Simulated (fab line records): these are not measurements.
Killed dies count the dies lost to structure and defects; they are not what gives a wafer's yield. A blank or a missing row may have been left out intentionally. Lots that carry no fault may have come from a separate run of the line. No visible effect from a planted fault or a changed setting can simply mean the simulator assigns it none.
Chamber matching :: flow nand_harc :: NHARC_A_STAIRCASE_CMP_152 on cmp-03: 4 sister chambers
The step polishes. 8 wafers are shown with their chamber, then 8 later ones without.

WAFERS, EACH WITH ITS CHAMBER
wafer: L077.2
chamber: 1
motor_current_A (A): 13.9
retaining_ring_pressure_frac: 0.997

wafer: L077.6
chamber: 1
motor_current_A (A): 14.1
retaining_ring_pressure_frac: 1.000

wafer: L079.4
chamber: 3
motor_current_A (A): 12.3
retaining_ring_pressure_frac: 1.005

wafer: L079.6
chamber: 3
motor_current_A (A): 12.1
retaining_ring_pressure_frac: 1.000

wafer: L083.1
chamber: 0
motor_current_A (A): 9.2
retaining_ring_pressure_frac: 0.999

wafer: L083.3
chamber: 2
motor_current_A (A): 13.1
retaining_ring_pressure_frac: 1.001

wafer: L083.5
chamber: 2
motor_current_A (A): 13.1
retaining_ring_pressure_frac: 0.993

wafer: L088.1
chamber: 0
motor_current_A (A): 9.4
retaining_ring_pressure_frac: 1.006

WAFERS WHOSE CHAMBER IS MISSING
wafer: L088.3
motor_current_A (A): 13.1
retaining_ring_pressure_frac: 1.006

wafer: L088.4
motor_current_A (A): 14.1
retaining_ring_pressure_frac: 0.999

wafer: L094.3
motor_current_A (A): 13.6
retaining_ring_pressure_frac: 0.999

wafer: L094.4
motor_current_A (A): 13.4
retaining_ring_pressure_frac: 0.989

wafer: L094.6
motor_current_A (A): 13.4
retaining_ring_pressure_frac: 1.001

wafer: L093.2
motor_current_A (A): 13.7
retaining_ring_pressure_frac: 1.003

wafer: L093.4
motor_current_A (A): 13.5
retaining_ring_pressure_frac: 0.999

wafer: L093.6
motor_current_A (A): 12.7
retaining_ring_pressure_frac: 1.000

EACH ONE'S CHAMBER
wafer: L088.3
from the rows above: 2
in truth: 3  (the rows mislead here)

wafer: L088.4
from the rows above: 1
in truth: 1

wafer: L094.3
from the rows above: can't be placed: 1 or 2
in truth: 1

wafer: L094.4
from the rows above: 2
in truth: 2

wafer: L094.6
from the rows above: 2
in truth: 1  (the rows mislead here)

wafer: L093.2
from the rows above: 1
in truth: 1

wafer: L093.4
from the rows above: can't be placed: 2 or 1
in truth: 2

wafer: L093.6
from the rows above: can't be placed: 2 or 3
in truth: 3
Placed correctly: 3 of 8. Cannot be placed on the basis of these rows: 3; the candidates contain the true chamber in 3. Wrongly placed: 2.
How it was worked out, from the rows above alone: a wafer's distance from a chamber is the root of the sum, over the readings, of the square of ((its reading less the chamber's mean) divided by the reading's scatter). If the next closest chamber is less than 2 further off than the closest, the wafer can't be placed; otherwise it belongs to the closest. A chamber's mean is the mean of its shown wafers. The scatter: take each reading less its chamber's mean, square it, sum over the shown wafers, divide by the number of wafers less the number of chambers, and take the root.
